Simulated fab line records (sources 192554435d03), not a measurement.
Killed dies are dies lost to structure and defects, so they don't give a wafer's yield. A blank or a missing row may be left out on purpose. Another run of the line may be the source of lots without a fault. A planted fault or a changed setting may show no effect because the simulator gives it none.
Which of the tools did it? :: flow n5-finfet :: 11 lots with 30 wafers sampled at 5 steps, on a route of 1938 steps

WHAT THE GAUGES SHOWED, per wafer
N5_BEOL_M2_OCD_MEAS_38. Usual: 55.5 nm for trench-depth-nm, sd 1.
lot: L360
measured: day 6 17:13
on: ocd-02
trench-depth-nm (nm): 54.6 57.4 54.5
flag: 

lot: L361
measured: day 6 22:02
on: ocd-02
trench-depth-nm (nm): 55.3 55.3
flag: 

lot: L362
measured: day 7 08:32
on: ocd-01
trench-depth-nm (nm): 54.0 55.4 54.2
flag: 

lot: L363
measured: day 7 15:28
on: ocd-01
trench-depth-nm (nm): 55.4 55.8 55.1
flag: 

lot: L367
measured: day 8 15:55
on: ocd-02
trench-depth-nm (nm): 56.0 56.3
flag: 

lot: L369
measured: day 8 18:27
on: ocd-02
trench-depth-nm (nm): 56.6 56.3 57.1
flag: 

lot: L370
measured: day 9 04:28
on: ocd-02
trench-depth-nm (nm): 55.3 57.4 54.7
flag: 

lot: L372
measured: day 9 16:25
on: ocd-02
trench-depth-nm (nm): 54.3 53.9
flag: 

lot: L375
measured: day 10 07:58
on: ocd-01
trench-depth-nm (nm): 56.5 53.7 56.3
flag: 

lot: L374
measured: day 10 18:16
on: ocd-02
trench-depth-nm (nm): 55.4 54.5 55.0
flag: 

lot: L377
measured: day 10 19:47
on: ocd-01
trench-depth-nm (nm): 55.5 56.6 55.1
flag: 

N5_BEOL_M2_CD_MEAS_35: target cd 18 nm, target cd y 22.2 nm. Usual: 18.1 nm for cd-nm, sd 0.44.
lot: L360
measured: day 6 17:22
on: cd-sem-03
cd-nm (nm): 18.6 17.9 18.3
flag: 

lot: L361
measured: day 6 22:12
on: cd-sem-02
cd-nm (nm): 18.4 17.6
flag: 

lot: L362
measured: day 7 08:42
on: cd-sem-01
cd-nm (nm): 18.5 17.9 19.1
flag: 

lot: L363
measured: day 7 15:37
on: cd-sem-02
cd-nm (nm): 18.0 18.2 18.2
flag: 

lot: L367
measured: day 8 16:04
on: cd-sem-01
cd-nm (nm): 18.5 18.5
flag: 

lot: L369
measured: day 8 18:36
on: cd-sem-01
cd-nm (nm): 17.9 18.1 17.4
flag: 

lot: L370
measured: day 9 04:37
on: cd-sem-01
cd-nm (nm): 17.7 18.1 18.1
flag: 

lot: L372
measured: day 9 16:35
on: cd-sem-01
cd-nm (nm): 18.1 18.0
flag: 

lot: L375
measured: day 10 08:07
on: cd-sem-01
cd-nm (nm): 17.6 18.3 17.7
flag: 

lot: L374
measured: day 10 18:25
on: cd-sem-03
cd-nm (nm): 17.4 16.8 18.2
flag: 

lot: L377
measured: day 10 19:56
on: cd-sem-02
cd-nm (nm): 17.8 18.2 18.0
flag: 

N5_BEOL_M4_RC_MEAS_101. Usual: DIBL_N 36.3 mV/V, standard deviation 1.6; DIBL_P 36.2 mV/V, standard deviation 2.1; IOFF_N 0.16 nA/um, standard deviation 0.031; IOFF_P 0.21 nA/um, standard deviation 0.034; ION_N 673 uA/um, standard deviation 11; ION_P 461 uA/um, standard deviation 7.4; SS_N 71.6 mV/dec, standard deviation 0.55; SS_P 73.3 mV/dec, standard deviation 0.66; VT_N 251 mV, standard deviation 3.2; VT_P -251 mV, standard deviation 3.5.
lot: L360
measured: day 7 15:59
on: prober-02
DIBL_N (mV/V): 36.3 36.8 38.4
DIBL_P (mV/V): 36.0 36.5 37.9
IOFF_N (nA/um): 0.14 0.14 0.17
IOFF_P (nA/um): 0.21 0.21 0.25
ION_N (uA/um): 683 665 676
ION_P (uA/um): 471 462 464
SS_N (mV/dec): 71.0 71.5 71.2
SS_P (mV/dec): 73.8 73.4 74.0
VT_N (mV): 254 253 250
VT_P (mV): -254 -253 -251
flag: 

lot: L361
measured: day 7 19:15
on: prober-02
DIBL_N (mV/V): 33.4 35.0
DIBL_P (mV/V): 33.4 36.1
IOFF_N (nA/um): 0.12 0.15
IOFF_P (nA/um): 0.15 0.20
ION_N (uA/um): 664 661
ION_P (uA/um): 452 453
SS_N (mV/dec): 70.8 71.6
SS_P (mV/dec): 72.9 73.3
VT_N (mV): 258 249
VT_P (mV): -254 -251
flag: 

lot: L362
measured: day 8 12:02
on: prober-01
DIBL_N (mV/V): 37.1 34.0 35.2
DIBL_P (mV/V): 37.1 33.1 35.2
IOFF_N (nA/um): 0.18 0.12 0.15
IOFF_P (nA/um): 0.21 0.16 0.18
ION_N (uA/um): 673 648 679
ION_P (uA/um): 458 447 456
SS_N (mV/dec): 72.1 71.8 72.0
SS_P (mV/dec): 74.2 72.7 73.1
VT_N (mV): 248 254 250
VT_P (mV): -250 -255 -254
flag: 

lot: L363
measured: day 8 17:03
on: prober-02
DIBL_N (mV/V): 36.0 38.8 38.9
DIBL_P (mV/V): 35.8 39.2 39.4
IOFF_N (nA/um): 0.14 0.20 0.19
IOFF_P (nA/um): 0.22 0.28 0.28
ION_N (uA/um): 661 679 675
ION_P (uA/um): 460 467 473
SS_N (mV/dec): 72.0 71.9 72.2
SS_P (mV/dec): 73.4 74.3 74.7
VT_N (mV): 255 249 248
VT_P (mV): -250 -244 -244
flag: 

lot: L367
measured: day 9 17:47
on: prober-01
DIBL_N (mV/V): 34.9 35.7
DIBL_P (mV/V): 32.9 33.0
IOFF_N (nA/um): 0.12 0.14
IOFF_P (nA/um): 0.18 0.19
ION_N (uA/um): 653 677
ION_P (uA/um): 457 462
SS_N (mV/dec): 71.0 70.8
SS_P (mV/dec): 73.2 72.8
VT_N (mV): 255 251
VT_P (mV): -252 -253
flag: 

lot: L369
measured: day 9 19:12
on: prober-01
DIBL_N (mV/V): 34.6 36.0 35.9
DIBL_P (mV/V): 34.2 36.7 36.5
IOFF_N (nA/um): 0.14 0.18 0.17
IOFF_P (nA/um): 0.17 0.20 0.20
ION_N (uA/um): 675 683 694
ION_P (uA/um): 458 469 469
SS_N (mV/dec): 71.9 71.6 72.3
SS_P (mV/dec): 73.1 73.8 74.3
VT_N (mV): 252 249 249
VT_P (mV): -255 -251 -252
flag: 

lot: L370
measured: day 10 06:25
on: prober-01
DIBL_N (mV/V): 35.0 37.7 36.8
DIBL_P (mV/V): 33.8 36.7 34.5
IOFF_N (nA/um): 0.13 0.19 0.15
IOFF_P (nA/um): 0.17 0.21 0.18
ION_N (uA/um): 672 676 661
ION_P (uA/um): 456 456 453
SS_N (mV/dec): 70.8 72.4 71.7
SS_P (mV/dec): 72.5 73.1 72.5
VT_N (mV): 256 249 253
VT_P (mV): -254 -251 -254
flag: 

lot: L372
measured: day 10 20:37
on: prober-01
DIBL_N (mV/V): 38.2 35.9
DIBL_P (mV/V): 37.3 35.5
IOFF_N (nA/um): 0.17 0.14
IOFF_P (nA/um): 0.19 0.17
ION_N (uA/um): 673 669
ION_P (uA/um): 450 451
SS_N (mV/dec): 72.4 70.9
SS_P (mV/dec): 73.8 72.5
VT_N (mV): 249 252
VT_P (mV): -257 -256
flag: 

lot: L375
measured: day 11 05:26
on: prober-02
DIBL_N (mV/V): 37.3 33.8 35.9
DIBL_P (mV/V): 38.7 33.8 36.8
IOFF_N (nA/um): 0.19 0.12 0.17
IOFF_P (nA/um): 0.27 0.20 0.24
ION_N (uA/um): 687 680 680
ION_P (uA/um): 475 476 469
SS_N (mV/dec): 71.9 70.7 71.6
SS_P (mV/dec): 73.0 72.2 73.1
VT_N (mV): 245 252 247
VT_P (mV): -241 -248 -244
flag: 

TOOL THAT RAN EACH LOT (tool first, then ch and the chambers of the sampled wafers, then the start)
lot: L360
N5_BEOL_M2_ETCHBACK_99: rie-diel-02 ch 0,2, day 6 16:49
N5_BEOL_M2_ALD_84: ald-metal-04 ch 0,1,2, day 6 17:46

lot: L361
N5_BEOL_M2_ETCHBACK_99: rie-diel-04 ch 0,2, day 6 21:39
N5_BEOL_M2_ALD_84: ald-metal-03 ch 1,2, day 6 22:34

lot: L362
N5_BEOL_M2_ETCHBACK_99: rie-diel-06 ch 0,3, day 7 08:08
N5_BEOL_M2_ALD_84: ald-metal-03 ch 0,2,3, day 7 09:40

lot: L363
N5_BEOL_M2_ETCHBACK_99: rie-diel-02 ch 0,1,3, day 7 15:04
N5_BEOL_M2_ALD_84: ald-metal-01 ch 0,1,2, day 7 15:47

lot: L367
N5_BEOL_M2_ETCHBACK_99: rie-diel-02 ch 1,3, day 8 15:31
N5_BEOL_M2_ALD_84: ald-metal-03 ch 1,3, day 8 16:13

lot: L369
N5_BEOL_M2_ETCHBACK_99: rie-diel-02 ch 0,3, day 8 18:02
N5_BEOL_M2_ALD_84: ald-metal-03 ch 0,1,3, day 8 19:25

lot: L370
N5_BEOL_M2_ETCHBACK_99: rie-diel-04 ch 1,2, day 9 04:04
N5_BEOL_M2_ALD_84: ald-metal-03 ch 0,1,3, day 9 05:21

lot: L372
N5_BEOL_M2_ETCHBACK_99: rie-diel-06 ch 1, day 9 16:01
N5_BEOL_M2_ALD_84: ald-metal-03 ch 0,1, day 9 16:59

lot: L375
N5_BEOL_M2_ETCHBACK_99: rie-diel-02 ch 0,2,3, day 10 07:34
N5_BEOL_M2_ALD_84: ald-metal-01 ch 0,1,3, day 10 08:53

lot: L374
N5_BEOL_M2_ETCHBACK_99: rie-diel-04 ch 0,2, day 10 17:52
N5_BEOL_M2_ALD_84: ald-metal-03 ch 2,3, day 10 19:43

lot: L377
N5_BEOL_M2_ETCHBACK_99: rie-diel-04 ch 1,2,3, day 10 19:23
N5_BEOL_M2_ALD_84: ald-metal-03 ch 0,3, day 10 20:29
- N5_BEOL_M2_ETCHBACK_99: etches SiO2 in CHF3, target depth 5 nm, time 10.4 s.
- N5_BEOL_M2_ALD_84: deposits TaN, pulse time 2 s, purge time 3 s, co reactant purge time 2 s.

WHAT THE TOOLS THEMSELVES READ (means of the sampled wafers that have a number; where no wafer has one, the mark that the record gives instead)
N5_BEOL_M2_ETCHBACK_99. Usual: drypump-motor-current-A 5.7 A, standard deviation 0.4; oes-product-au 0.76 a.u., standard deviation 0.077; rf-vpp-V 239 V, standard deviation 4; showerhead-plenum-p-Torr 2.15 Torr, standard deviation 0.067; throttle-valve-pct 17.26 %, standard deviation 0.21.
lot: L360
tool: rie-diel-02
drypump-motor-current-A (A): 5.1
oes-product-au (a.u.): 0.79
rf-vpp-V (V): 239
showerhead-plenum-p-Torr (Torr): 2.18
throttle-valve-pct (%): 17.22
flag: 

lot: L361
tool: rie-diel-04
drypump-motor-current-A (A): 6.2
oes-product-au (a.u.): 0.77
rf-vpp-V (V): 240
showerhead-plenum-p-Torr (Torr): 2.08
throttle-valve-pct (%): 17.06
flag: 

lot: L362
tool: rie-diel-06
drypump-motor-current-A (A): 5.9
oes-product-au (a.u.): 0.69
rf-vpp-V (V): 240
showerhead-plenum-p-Torr (Torr): 2.16
throttle-valve-pct (%): 17.60
flag: 

lot: L363
tool: rie-diel-02
drypump-motor-current-A (A): 5.5
oes-product-au (a.u.): 0.82
rf-vpp-V (V): 236
showerhead-plenum-p-Torr (Torr): 2.24
throttle-valve-pct (%): 17.20
flag: 

lot: L367
tool: rie-diel-02
drypump-motor-current-A (A): 5.7
oes-product-au (a.u.): 0.77
rf-vpp-V (V): 233
showerhead-plenum-p-Torr (Torr): 2.25
throttle-valve-pct (%): 17.16
flag: 

lot: L369
tool: rie-diel-02
drypump-motor-current-A (A): 5.5
oes-product-au (a.u.): 0.87
rf-vpp-V (V): 241
showerhead-plenum-p-Torr (Torr): 2.23
throttle-valve-pct (%): 17.20
flag: 

lot: L370
tool: rie-diel-04
drypump-motor-current-A (A): 6.0
oes-product-au (a.u.): 0.77
rf-vpp-V (V): 241
showerhead-plenum-p-Torr (Torr): 2.09
throttle-valve-pct (%): 17.07
flag: 

lot: L372
tool: rie-diel-06
drypump-motor-current-A (A): 6.1
oes-product-au (a.u.): 0.69
rf-vpp-V (V): 238
showerhead-plenum-p-Torr (Torr): 2.22
throttle-valve-pct (%): 17.48
flag: 

lot: L375
tool: rie-diel-02
drypump-motor-current-A (A): 5.3
oes-product-au (a.u.): 0.79
rf-vpp-V (V): 239
showerhead-plenum-p-Torr (Torr): 2.20
throttle-valve-pct (%): 17.19
flag: 

lot: L374
tool: rie-diel-04
drypump-motor-current-A (A): 6.3
oes-product-au (a.u.): 0.73
rf-vpp-V (V): 240
showerhead-plenum-p-Torr (Torr): 2.05
throttle-valve-pct (%): 17.12
flag: 

lot: L377
tool: rie-diel-04
drypump-motor-current-A (A): 5.8
oes-product-au (a.u.): 0.76
rf-vpp-V (V): 242
showerhead-plenum-p-Torr (Torr): 2.11
throttle-valve-pct (%): 17.20
flag: 

N5_BEOL_M2_ALD_84. Usual: 428 W for heater-power-w, sd 26.
lot: L360
tool: ald-metal-04
heater-power-w (W): 400
flag: 

lot: L361
tool: ald-metal-03
heater-power-w (W): 428
flag: 

lot: L362
tool: ald-metal-03
heater-power-w (W): 410
flag: 

lot: L363
tool: ald-metal-01
heater-power-w (W): 442
flag: 

lot: L367
tool: ald-metal-03
heater-power-w (W): 426
flag: 

lot: L369
tool: ald-metal-03
heater-power-w (W): 422
flag: 

lot: L370
tool: ald-metal-03
heater-power-w (W): 425
flag: 

lot: L372
tool: ald-metal-03
heater-power-w (W): 438
flag: 

lot: L375
tool: ald-metal-01
heater-power-w (W): 449
flag: 

lot: L374
tool: ald-metal-03
heater-power-w (W): 404
flag: 

lot: L377
tool: ald-metal-03
heater-power-w (W): 409
flag: 

THE ANSWER, worked out from the rows above alone
Rule: take the mean of a lot's wafers that have a number; if it is more than 3 standard deviations from the usual mean, the lot is off. Also off: a lot with no number at a reading for which 4 or more lots have one. All remaining lots with rows at the step are treated as sound. First the gauges in route order, then the tools' own readings, where a lot's mean is used as printed above. At the first step where some lot is off, the reading lying furthest off is the one used; lots without a number count as furthest.
Across all readings shown, no lot is off: no conclusion can be drawn from this.

WHAT THE SIMULATOR HAD INSERTED
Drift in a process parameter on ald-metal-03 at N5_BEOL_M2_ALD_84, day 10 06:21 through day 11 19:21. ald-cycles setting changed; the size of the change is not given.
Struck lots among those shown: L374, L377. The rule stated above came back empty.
